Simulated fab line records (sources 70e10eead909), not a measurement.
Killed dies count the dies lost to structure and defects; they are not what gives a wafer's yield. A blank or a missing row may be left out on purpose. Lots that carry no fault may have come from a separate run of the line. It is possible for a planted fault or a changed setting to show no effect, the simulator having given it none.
fab line records + flow nand_harc
record
- lots=12
- wafers=36
- last_day=33
route steps=1302 shown P_GATE@148 P_CONTACT@232 END@1302
lots that met no fault: from a run of the same line without faults
start_h: hours from the record's first day to the start of the lot's first wafer shown + wait_h: hours since the lot's step before + " repeats the value in the row above + L1.1+2: a single row standing in for several wafers + - no value, or no start was given + * or withheld: withheld + < > ~ a bound
route shown NAME@n: NAME is a module with steps in the file, n the number in the route of the first one + usual: mean and standard deviation over wafers with no fault + same: alike in all rows + chamber/n: place in a boat + sites: the reading at each site + _std_site: how widely they spread, as a standard deviation + _edge_site: the outer-site mean with the inner-site mean subtracted + radius_mm: how far each site lies from the wafer's centre + mask NAME#n: copy n + behind: the most recent tool/chamber to have shaped the wafer + hold: why the lot went on hold/how many hours it stayed there/how the hold came to an end + device: the n, p or np transistor that did not switch + end of line: the same wafers' tests at the end of the route + a step with no rows: only its recipe + killed: the dies lost at the first sort to structure and to defects; this is not the yield of the wafer + map: dies across one wafer; x = killed, . = not, _ = none there
set.NAME: setting as actually run; set.NAME@STEP: the setting as run at that earlier step + model.NAME: the simulator's own value behind a step, which no gauge read
a sample of lots followed through the steps of the route, with each step as a table and each wafer as a row
services: the hour from which a tool's chamber was out of use, counted from the record's first day as start_h (under 0 if before that day), plus the number of hours and why
## steps
# step NHARC_P_GATE_ETCH_114
# recipe
- target_depth_a=300
- overetch_a=30
- time_s=16.5
- ion_energy_ev=100
- cf4_flow_sccm=80
- o2_flow_sccm=20
- ar_flow_sccm=0
- rf_w=300
- bias_w=100
- chemistry=CF4/O2
# usual
- drypump_motor_current_A=5.7/0.46
- oes_product_au=0.998/0.011
- rf_vpp_V=198.6/1.3
- showerhead_plenum_p_Torr=1.37/0.05
- throttle_valve_pct=13.397/0.009
| lot.wafer | tool        | chamber | start_h | wait_h | drypump_motor_current_A | oes_product_au | rf_hours_counter_h | rf_vpp_V | showerhead_plenum_p_Torr | throttle_valve_pct |
|-----------|-------------|---------|---------|--------|-------------------------|----------------|--------------------|----------|--------------------------|--------------------|
| L807.3    | rie_diel-04 | 2       | 103     | -      | 6.3                     | 1.005          | 5                  | 197.3    | 1.28                     | 13.398             |
| L807.1    | "           | 0       | "       | "      | 6.8                     | 1.004          | 5                  | 196.2    | 1.27                     | 13.392             |
| L807.4    | "           | 0       | "       | "      | 6.8                     | 1.005          | -                  | 195.6    | 1.27                     | 13.406             |
| L809.2    | rie_diel-09 | 2       | 115     | -      | 6.1                     | 0.991          | 11                 | 197.8    | 1.41                     | 13.397             |
| L809.5    | "           | 3       | "       | "      | 5.9                     | 1.017          | -                  | 199.2    | 1.42                     | 13.407             |
| L809.6    | "           | 0       | "       | "      | 6.4                     | 0.989          | -                  | 198.5    | 1.37                     | 13.390             |
| L811.4    | rie_diel-04 | 1       | 141     | -      | 5.8                     | 1.017          | 5                  | 198.4    | 1.34                     | 13.400             |
| L811.3    | "           | 2       | "       | "      | 6.3                     | 1.008          | 6                  | 196.4    | 1.28                     | 13.394             |
| L811.6    | "           | 1       | "       | "      | 5.7                     | 1.019          | -                  | 197.6    | 1.34                     | 13.406             |
| L815.2    | rie_diel-09 | 3       | 178.06  | 0.1    | 5.9                     | 1.000          | 2                  | 199.6    | 1.41                     | 13.404             |
| L815.1    | "           | 1       | "       | "      | 5.3                     | 0.988          | 3                  | 199.5    | 1.38                     | 13.388             |
| L815.6    | "           | 2       | "       | "      | 6.1                     | 0.978          | -                  | 199.0    | 1.40                     | 13.389             |
| L816.3    | rie_diel-09 | 0       | 182     | -      | 6.4                     | 0.988          | 3                  | 200.1    | 1.37                     | 13.399             |
| L816.1    | "           | 1       | "       | "      | 5.3                     | 0.996          | 3                  | 199.5    | 1.38                     | 13.397             |
| L816.5    | "           | 3       | "       | "      | 5.9                     | 1.002          | -                  | 199.6    | 1.41                     | 13.385             |
| L819.3    | rie_diel-09 | 0       | 216     | -      | 6.4                     | 0.996          | 4                  | 198.4    | 1.37                     | 13.416             |
| L819.1    | "           | 1       | "       | "      | 5.2                     | 1.009          | 5                  | 198.0    | 1.38                     | 13.397             |
| L819.6    | "           | 2       | "       | "      | 6.2                     | 0.995          | -                  | 198.8    | 1.41                     | 13.385             |
| L824.2    | rie_diel-10 | 3       | 272     | -      | 5.6                     | 1.002          | 0                  | 199.2    | 1.44                     | 13.396             |
| L824.4    | "           | 1       | "       | "      | 5.4                     | 1.011          | 0                  | 197.3    | 1.34                     | 13.392             |
| L824.5    | "           | 2       | "       | "      | 5.6                     | 0.993          | -                  | 197.8    | 1.34                     | 13.404             |
| L825.4    | rie_diel-10 | 3       | 276     | -      | 5.6                     | 0.997          | 0                  | 199.6    | 1.44                     | 13.405             |
| L825.1    | "           | 0       | "       | "      | 5.8                     | 0.985          | 1                  | 200.3    | 1.39                     | 13.408             |
| L825.5    | "           | 2       | "       | "      | 5.6                     | 1.001          | -                  | 198.0    | 1.34                     | 13.388             |
| L826.1    | rie_diel-04 | 2       | 290     | -      | 6.2                     | 1.000          | 6                  | 196.2    | 1.28                     | 13.397             |
| L826.4    | "           | 3       | "       | "      | 4.8                     | 0.991          | 6                  | 199.6    | 1.43                     | 13.392             |
| L826.5    | "           | 2       | "       | "      | 6.3                     | 1.002          | -                  | 197.1    | 1.28                     | 13.408             |
| L827.2    | rie_diel-10 | 1       | 306     | -      | 5.4                     | 1.019          | 3                  | 196.6    | 1.33                     | 13.389             |
| L827.1    | "           | 2       | "       | "      | 5.6                     | 0.999          | 3                  | 196.3    | 1.34                     | 13.380             |
| L827.4    | "           | 3       | "       | "      | 5.5                     | 1.017          | 3                  | 200.3    | 1.44                     | 13.401             |
| L829.1    | rie_diel-10 | 0       | 324     | -      | 5.8                     | 0.993          | 2                  | 198.9    | 1.39                     | 13.408             |
| L829.5    | "           | 1       | "       | "      | 5.4                     | 1.015          | -                  | 197.0    | 1.33                     | 13.387             |
| L829.6    | "           | 2       | "       | "      | 5.6                     | 0.979          | -                  | 197.6    | 1.34                     | 13.395             |
| L830.3    | rie_diel-04 | 0       | 325     | -      | 6.8                     | 0.994          | 7                  | 195.7    | 1.27                     | 13.410             |
| L830.4    | "           | 1       | "       | "      | 5.7                     | 1.022          | 8                  | 197.9    | 1.34                     | 13.403             |
| L830.6    | "           | 2       | "       | "      | 6.2                     | 1.000          | -                  | 196.7    | 1.28                     | 13.383             |
# step NHARC_P_GATE_DESCUM_93
# recipe
- time_s=3
- o2_flow_sccm=200
- ar_flow_sccm=0
- bias_power_w=0
- chemistry=O2
# usual
- drypump_motor_current_A=5.8/0.57
- oes_product_au=1.003/0.012
- rf_vpp_V=58.0/0.89
- showerhead_plenum_p_Torr=1.95/0.085
- throttle_valve_pct=11.312/0.0092
| lot.wafer | tool        | chamber | start_h | wait_h | drypump_motor_current_A | oes_product_au | rf_hours_counter_h | rf_vpp_V | showerhead_plenum_p_Torr | throttle_valve_pct |
|-----------|-------------|---------|---------|--------|-------------------------|----------------|--------------------|----------|--------------------------|--------------------|
| L807.1    | rie_diel-04 | 1       | 119.05  | -      | 5.8                     | 1.013          | 4.8                | 57.5     | 1.92                     | 11.322             |
| L807.4    | "           | 2       | "       | "      | 6.2                     | 0.997          | 5.7                | 57.1     | 1.83                     | 11.306             |
| L807.3    | "           | 0       | "       | "      | 6.8                     | 1.007          | 5.7                | 57.5     | 1.82                     | 11.303             |
| L809.2    | rie_diel-09 | 3       | 130.13  | -      | 5.9                     | 1.037          | 10.4               | 58.8     | 2.03                     | 11.309             |
| L809.6    | "           | 2       | "       | "      | 6.2                     | 0.998          | -                  | 58.9     | 2.02                     | 11.309             |
| L809.5    | "           | 3       | "       | "      | 5.9                     | 1.014          | -                  | 58.2     | 2.03                     | 11.308             |
| L811.3    | rie_diel-10 | 1       | 156.52  | -      | 5.4                     | 1.001          | 4.9                | 58.2     | 1.91                     | 11.301             |
| L811.4    | "           | 2       | "       | "      | 5.6                     | 0.968          | 4.9                | 57.7     | 1.92                     | 11.301             |
| L811.6    | "           | 0       | "       | "      | 5.8                     | 0.996          | -                  | 57.4     | 2.00                     | 11.301             |
| L815.1    | rie_diel-04 | 3       | 193.24  | -      | 4.8                     | 1.008          | 0.5                | 58.2     | 2.06                     | 11.313             |
| L815.2    | "           | 2       | "       | "      | 6.3                     | 1.016          | 0.9                | 58.3     | 1.83                     | 11.316             |
| L815.6    | "           | 0       | "       | "      | 6.8                     | 1.012          | -                  | 56.9     | 1.82                     | 11.317             |
| L816.3    | rie_diel-04 | 3       | 197.42  | -      | 4.8                     | 1.002          | 0.7                | 60.1     | 2.06                     | 11.320             |
| L816.1    | "           | 0       | "       | "      | 6.8                     | 1.010          | 0.6                | 57.2     | 1.82                     | 11.313             |
| L816.5    | "           | 3       | "       | "      | 4.8                     | 1.006          | -                  | 57.5     | 2.06                     | 11.321             |
| L819.1    | rie_diel-10 | 3       | 231.15  | -      | 5.6                     | 1.007          | 11.9               | 59.1     | 2.06                     | 11.312             |
| L819.3    | "           | 0       | "       | "      | 5.8                     | 0.992          | 9.7                | 58.1     | 2.00                     | 11.316             |
| L819.6    | "           | 2       | "       | "      | 5.6                     | 0.993          | -                  | 56.5     | 1.92                     | 11.315             |
| L824.4    | rie_diel-04 | 3       | 287.14  | -      | 4.8                     | 0.988          | 5.5                | 59.6     | 2.05                     | 11.303             |
| L824.2    | "           | 0       | "       | "      | 6.8                     | 1.007          | 5.2                | 58.4     | 1.81                     | 11.326             |
| L824.5    | "           | 2       | "       | "      | 6.3                     | 0.996          | -                  | 57.2     | 1.83                     | 11.304             |
| L825.1    | rie_diel-10 | 2       | 293.73  | -      | 5.6                     | 0.995          | 2.4                | 58.1     | 1.92                     | 11.303             |
| L825.5    | "           | 0       | "       | "      | 5.8                     | 0.991          | -                  | 58.9     | 2.00                     | 11.302             |
| L825.4    | "           | 3       | "       | "      | 5.6                     | 1.004          | -                  | 58.2     | 2.06                     | 11.301             |
| L826.1    | rie_diel-09 | 1       | 305.40  | -      | 5.2                     | 1.006          | 10.4               | 59.3     | 1.98                     | 11.304             |
| L826.5    | "           | 3       | "       | "      | 5.9                     | 0.995          | -                  | 57.7     | 2.03                     | 11.326             |
| L826.4    | "           | 0       | "       | "      | 6.4                     | 0.989          | -                  | 58.5     | 1.97                     | 11.329             |
| L827.2    | rie_diel-10 | 0       | 321.94  | -      | 5.8                     | 0.991          | 1.4                | 58.2     | 2.00                     | 11.307             |
| L827.4    | "           | 1       | "       | "      | 5.4                     | 1.003          | 2.9                | 59.5     | 1.91                     | 11.333             |
| L827.1    | "           | 3       | "       | "      | 5.6                     | 1.008          | 3.0                | 60.6     | 2.06                     | 11.314             |
| L829.1    | rie_diel-10 | 1       | 339.10  | -      | 5.4                     | 1.005          | 3.3                | 57.1     | 1.91                     | 11.311             |
| L829.6    | "           | 0       | "       | "      | 5.8                     | 0.986          | -                  | 57.9     | 2.00                     | 11.306             |
| L829.5    | "           | 1       | "       | "      | 5.4                     | 1.003          | -                  | 57.0     | 1.91                     | 11.298             |
| L830.4    | rie_diel-04 | 0       | 342.19  | -      | 6.8                     | 1.017          | 7.3                | 56.8     | 1.81                     | 11.306             |
| L830.3    | "           | 2       | "       | "      | 6.3                     | 1.011          | 9.2                | 57.4     | 1.83                     | 11.333             |
| L830.6    | "           | 3       | "       | "      | 4.8                     | 1.004          | -                  | 56.9     | 2.05                     | 11.311             |
# step NHARC_P_GATE_RTA_64
# recipe
- temp_c=1050
- time_s=1
# usual
- lamp_power_pct=37/5.8
- wafer_temp_C_max=1056.2/1.3
| lot.wafer | tool          | chamber | start_h | wait_h | lamp_power_pct | wafer_temp_C_max |
|-----------|---------------|---------|---------|--------|----------------|------------------|
| L807.1    | rtp_anneal-01 | 0       | 120.70  | -      | 42             | 1055.3           |
| L807.3    | "             | 0       | "       | "      | 42             | 1057.5           |
| L807.4    | "             | 0       | "       | "      | 42             | 1053.7           |
| L809.2    | rtp_anneal-02 | 0       | 131.79  | -      | 30             | 1055.7           |
| L809.5    | "             | 0       | "       | "      | 30             | 1055.6           |
| L809.6    | "             | 0       | "       | "      | 30             | 1056.1           |
| L811.3    | rtp_anneal-02 | 0       | 158.21  | -      | 30             | 1056.9           |
| L811.4    | "             | 0       | "       | "      | 30             | 1055.1           |
| L811.6    | "             | 0       | "       | "      | 30             | 1055.9           |
| L815.1    | rtp_anneal-01 | 0       | 194.88  | -      | 42             | 1057.0           |
| L815.2    | "             | 0       | "       | "      | 42             | 1056.6           |
| L815.6    | "             | 0       | "       | "      | 42             | 1057.5           |
| L816.1    | rtp_anneal-01 | 0       | 199.06  | -      | 42             | 1056.2           |
| L816.3    | "             | 0       | "       | "      | 42             | 1055.7           |
| L816.5    | "             | 0       | "       | "      | 42             | 1057.5           |
| L819.1    | rtp_anneal-02 | 0       | 232.84  | -      | 30             | 1059.0           |
| L819.3    | "             | 0       | "       | "      | 30             | 1054.3           |
| L819.6    | "             | 0       | "       | "      | 30             | 1054.3           |
| L824.2    | rtp_anneal-01 | 0       | 288.81  | -      | 42             | 1056.6           |
| L824.4    | "             | 0       | "       | "      | 42             | 1055.5           |
| L824.5    | "             | 0       | "       | "      | 42             | 1054.7           |
| L825.1    | rtp_anneal-02 | 0       | 295.38  | -      | 30             | 1055.7           |
| L825.4    | "             | 0       | "       | "      | 30             | 1056.2           |
| L825.5    | "             | 0       | "       | "      | 30             | 1056.7           |
| L826.1    | rtp_anneal-01 | 0       | 307.27  | -      | 42             | 1056.5           |
| L826.4    | "             | 0       | "       | "      | 42             | 1054.3           |
| L826.5    | "             | 0       | "       | "      | 42             | 1056.6           |
| L827.1    | rtp_anneal-01 | 0       | 323.59  | -      | 42             | 1056.5           |
| L827.2    | "             | 0       | "       | "      | 42             | 1056.4           |
| L827.4    | "             | 0       | "       | "      | 42             | 1056.7           |
| L829.1    | rtp_anneal-02 | 0       | 340.73  | -      | 30             | 1055.8           |
| L829.5    | "             | 0       | "       | "      | 30             | 1056.4           |
| L829.6    | "             | 0       | "       | "      | 30             | 1054.6           |
| L830.3    | rtp_anneal-01 | 0       | 344.09  | -      | 42             | 1056.1           |
| L830.4    | "             | 0       | "       | "      | 42             | 1056.9           |
| L830.6    | "             | 0       | "       | "      | 42             | 1058.0           |
# step NHARC_P_GATE_INSPECT_68
# usual
- raw_defect_count=189/65
| lot.wafer | tool              | chamber | start_h | wait_h | raw_defect_count |
|-----------|-------------------|---------|---------|--------|------------------|
| L807.1    | defect_inspect-01 | -       | 121.96  | 0.2    | 352              |
| L807.3    | "                 | -       | "       | "      | 243              |
| L807.4    | "                 | -       | "       | "      | 307              |
| L809.2    | defect_inspect-02 | -       | 133.03  | 0.1    | 157              |
| L809.5    | "                 | -       | "       | "      | 178              |
| L809.6    | "                 | -       | "       | "      | 175              |
| L811.3    | defect_inspect-02 | -       | 159.40  | 0.1    | 205              |
| L811.4    | "                 | -       | "       | "      | 185              |
| L811.6    | "                 | -       | "       | "      | 193              |
| L815.1    | defect_inspect-02 | -       | 196.15  | 0.2    | 199              |
| L815.2    | "                 | -       | "       | "      | 185              |
| L815.6    | "                 | -       | "       | "      | 148              |
| L816.1    | defect_inspect-02 | -       | 200.35  | 0.2    | 675              |
| L816.3    | "                 | -       | "       | "      | 634              |
| L816.5    | "                 | -       | "       | "      | 645              |
| L819.1    | defect_inspect-01 | -       | 234.13  | 0.2    | 702              |
| L819.3    | "                 | -       | "       | "      | 537              |
| L819.6    | "                 | -       | "       | "      | 558              |
| L824.2    | defect_inspect-02 | -       | 290.43  | 0.1    | 182              |
| L824.4    | "                 | -       | "       | "      | 188              |
| L824.5    | "                 | -       | "       | "      | 154              |
| L825.1    | defect_inspect-01 | -       | 296.63  | 0.2    | 220              |
| L825.4    | "                 | -       | "       | "      | 271              |
| L825.5    | "                 | -       | "       | "      | 282              |
| L826.1    | defect_inspect-01 | -       | 308.54  | 0.2    | 175              |
| L826.4    | "                 | -       | "       | "      | 187              |
| L826.5    | "                 | -       | "       | "      | 166              |
| L827.1    | defect_inspect-01 | -       | 324.84  | 0.2    | 250              |
| L827.2    | "                 | -       | "       | "      | 201              |
| L827.4    | "                 | -       | "       | "      | 157              |
| L829.1    | defect_inspect-01 | -       | 341.99  | 0.2    | 186              |
| L829.5    | "                 | -       | "       | "      | 102              |
| L829.6    | "                 | -       | "       | "      | 92               |
| L830.3    | defect_inspect-01 | -       | 345.30  | 0.1    | 114              |
| L830.4    | "                 | -       | "       | "      | 108              |
| L830.6    | "                 | -       | "       | "      | 100              |
# step NHARC_P_CONTACT_CD_MEAS_12
# recipe
- target_cd_nm=90
- landing_energy_ev=500
# usual
- cd_nm=90.0/0.62
# same
- landing_energy_ev=500
| lot.wafer | tool      | chamber | start_h | wait_h | cd_nm |
|-----------|-----------|---------|---------|--------|-------|
| L807.1    | cd_sem-02 | 0       | 123.60  | -      | 91.3  |
| L807.3    | "         | 0       | "       | "      | 89.9  |
| L807.4    | "         | 0       | "       | "      | 90.7  |
| L809.2    | cd_sem-01 | 0       | 134.51  | -      | 90.1  |
| L809.5    | "         | 0       | "       | "      | 89.8  |
| L809.6    | "         | 0       | "       | "      | 89.6  |
| L811.3    | cd_sem-03 | 0       | 161.14  | -      | 91.1  |
| L811.4    | "         | 0       | "       | "      | 91.1  |
| L811.6    | "         | 0       | "       | "      | 90.1  |
| L815.1    | cd_sem-03 | 0       | 197.75  | -      | 90.7  |
| L815.2    | "         | 0       | "       | "      | 89.9  |
| L815.6    | "         | 0       | "       | "      | 90.6  |
| L816.1    | cd_sem-02 | 0       | 201.95  | -      | 90.4  |
| L816.3    | "         | 0       | "       | "      | 90.2  |
| L816.5    | "         | 0       | "       | "      | 90.6  |
| L819.1    | cd_sem-03 | 0       | 235.61  | -      | 89.7  |
| L819.3    | "         | 0       | "       | "      | 89.9  |
| L819.6    | "         | 0       | "       | "      | 90.4  |
| L824.2    | cd_sem-01 | 0       | 292.04  | -      | 89.3  |
| L824.4    | "         | 0       | "       | "      | 90.2  |
| L824.5    | "         | 0       | "       | "      | 90.1  |
| L825.1    | cd_sem-01 | 0       | 298.25  | -      | 90.4  |
| L825.4    | "         | 0       | "       | "      | 90.4  |
| L825.5    | "         | 0       | "       | "      | 89.9  |
| L826.1    | cd_sem-02 | 0       | 310.16  | -      | 90.8  |
| L826.4    | "         | 0       | "       | "      | 90.3  |
| L826.5    | "         | 0       | "       | "      | 90.0  |
| L827.1    | cd_sem-01 | 0       | 326.45  | -      | 89.9  |
| L827.2    | "         | 0       | "       | "      | 89.6  |
| L827.4    | "         | 0       | "       | "      | 90.6  |
| L829.1    | cd_sem-02 | 0       | 343.65  | -      | 90.6  |
| L829.5    | "         | 0       | "       | "      | 90.5  |
| L829.6    | "         | 0       | "       | "      | 90.1  |
| L830.3    | cd_sem-01 | 0       | 346.91  | -      | 91.0  |
| L830.4    | "         | 0       | "       | "      | 90.5  |
| L830.6    | "         | 0       | "       | "      | 90.1  |
# step NHARC_END_SORT_01
# recipe
- temp_c=25
# usual
- killed_at_array=62/20
- killed_at_other=0.8/1.1
- killed_at_periphery=3.5/2.4
- killed_dies=66/21
- killed_open=3.5/1.9
- killed_short=2.5/1.7
# same
- gross_dies=677
| lot.wafer | tool      | chamber | start_h | wait_h | killed_at_array | killed_at_other | killed_at_periphery | killed_dies | killed_open | killed_short |
|-----------|-----------|---------|---------|--------|-----------------|-----------------|---------------------|-------------|-------------|--------------|
| L816.1    | prober-02 | 0       | 643.69  | 2.5    | 49              | 2               | 46                  | 97          | 5           | 3            |
| L816.3    | prober-02 | 0       | 645.31  | 3.1    | 65              | 1               | 64                  | 130         | 8           | 1            |
| L816.5    | prober-02 | 0       | 646.92  | 3.7    | 84              | 1               | 59                  | 144         | 1           | 2            |
| L819.1    | prober-02 | 0       | 688.88  | 2.5    | 79              | 0               | 47                  | 126         | 4           | 3            |
| L819.3    | prober-02 | 0       | 690.48  | 3.1    | 72              | 1               | 60                  | 133         | 1           | 1            |
| L819.6    | prober-02 | 0       | 692.88  | 4.0    | 76              | 0               | 70                  | 146         | 4           | 3            |
# killed by level:class
L816.1 P_GATE:unspecified=43 A_CHANNEL_HOLE_D2:chamber_film_flake=25 A_SLIT:chamber_film_flake=12 A_M0:geometric_particle:open=2 A_CHANNEL_HOLE_D1:chamber_film_flake=2 A_STAIRCASE:chamber_film_flake=2 P_GATE:geometric_particle:short=1 A_ONON_D2:geometric_particle:short=1
L816.3 P_GATE:unspecified=64 A_SLIT:chamber_film_flake=25 A_CHANNEL_HOLE_D2:chamber_film_flake=24 A_CHANNEL_HOLE_D1:chamber_film_flake=3 A_CHANNEL_FILL_D1:geometric_particle:open=2 A_CONTACT:geometric_particle:open=2 A_STAIRCASE:chamber_film_flake=2 A_ONON_D1:geometric_particle:open=1
L816.5 P_GATE:unspecified=59 A_CHANNEL_HOLE_D2:chamber_film_flake=37 A_SLIT:chamber_film_flake=32 A_CHANNEL_HOLE_D1:chamber_film_flake=6 A_STAIRCASE:chamber_film_flake=4 A_CHANNEL_FILL_D1:chamber_film_flake=2 A_CHANNEL_FILL_D2:geometric_particle:short=1 A_WL_FILL:geometric_particle:short=1
L819.1 P_GATE:unspecified=45 A_SLIT:chamber_film_flake=31 A_CHANNEL_HOLE_D2:chamber_film_flake=21 A_STAIRCASE:chamber_film_flake=7 A_CHANNEL_HOLE_D1:chamber_film_flake=6 A_CONTACT:chamber_film_flake=4 P_CONTACT:geometric_particle:open=2 A_ZERO_WELL:chamber_film_flake=2
L819.3 P_GATE:unspecified=60 A_SLIT:chamber_film_flake=33 A_CHANNEL_HOLE_D2:chamber_film_flake=17 A_CHANNEL_HOLE_D1:chamber_film_flake=9 A_STAIRCASE:chamber_film_flake=5 A_CHANNEL_FILL_D2:chamber_film_flake=2 A_CONTACT:chamber_film_flake=2 A_DECK1_JOINT:geometric_particle:short=1
L819.6 P_GATE:unspecified=70 A_SLIT:chamber_film_flake=34 A_CHANNEL_HOLE_D2:chamber_film_flake=18 A_CHANNEL_HOLE_D1:chamber_film_flake=5 A_STAIRCASE:chamber_film_flake=5 A_CONTACT:chamber_film_flake=3 A_ONON_D1:geometric_particle:short=2 A_CHANNEL_FILL_D1:geometric_particle:open=1
## services
| tool        | chamber | start_h | hours | kind   |
|-------------|---------|---------|-------|--------|
| rie_diel-04 | 0       | 83.40   | -     | clean  |
| rie_diel-04 | 1       | 83.40   | -     | clean  |
| rie_diel-04 | 2       | 83.40   | -     | clean  |
| rie_diel-04 | 3       | 83.40   | -     | clean  |
| rie_diel-04 | 1       | 96.20   | 7.9   | repair |
| rie_diel-10 | 0       | 99.00   | -     | clean  |
| rie_diel-10 | 1       | 99.00   | -     | clean  |
| rie_diel-10 | 2       | 99.00   | -     | clean  |
| rie_diel-10 | 3       | 99.00   | -     | clean  |
| rie_diel-09 | -       | 143.10  | 9.0   | pm     |
| rie_diel-04 | -       | 177.90  | 9.0   | pm     |
| rie_diel-04 | -       | 187.54  | 0.6   | repair |
| rie_diel-10 | 0       | 189.62  | 12.9  | repair |
| rie_diel-09 | 1       | 190.97  | 8.8   | repair |
| rie_diel-09 | 0       | 236.91  | 5.7   | repair |
| rie_diel-10 | -       | 242.52  | 9.0   | pm     |
| rie_diel-10 | -       | 269.23  | 0.3   | repair |
| rie_diel-04 | 2       | 278.73  | 2.1   | repair |
| rie_diel-09 | 2       | 280.90  | 45.9  | repair |
| rie_diel-09 | 3       | 288.76  | 1.9   | repair |
| rie_diel-10 | 1       | 292.72  | 13.1  | repair |
| rie_diel-04 | 0       | 300.01  | 7.7   | repair |
| rie_diel-09 | 0       | 311.22  | 8.4   | repair |
| rie_diel-09 | -       | 320.10  | 9.0   | pm     |
## key
first_sign
- step=NHARC_P_GATE_INSPECT_68
- reading=raw_defect_count
- direction=up
- sigmas=6.8
- usual=189
- struck=625
effect
- step=NHARC_END_SORT_01
- reading=killed_at_periphery
- direction=up
- sigmas=22
- usual=3.5
- struck=57.7
more_kills_born_at
- NHARC_P_GATE_ETCH_114@rie_diel-09=341
met_at NHARC_P_GATE_ETCH_114
struck_lots L816,L819
tester_left_out L816,L819
not_acting_at NHARC_P_GATE_DESCUM_93,NHARC_P_GATE_RTA_64,NHARC_P_CONTACT_CD_MEAS_12
onset_between 178.06 182
fault
- kind=chamber_particle_source
- tool=rie_diel-09
- chamber=-
- onset_h=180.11
- steps=NHARC_P_GATE_ETCH_114
- rate_per_visit_cm2=0.6266
- end_h=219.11
# tester_left_out: of these lots the tester's yield and bins aren't shown, on N5 and GAA mostly nor the transistor test; their killed dies are dies lost to structure and defects alone, not to doping, threshold or leakage, so they don't give the yield
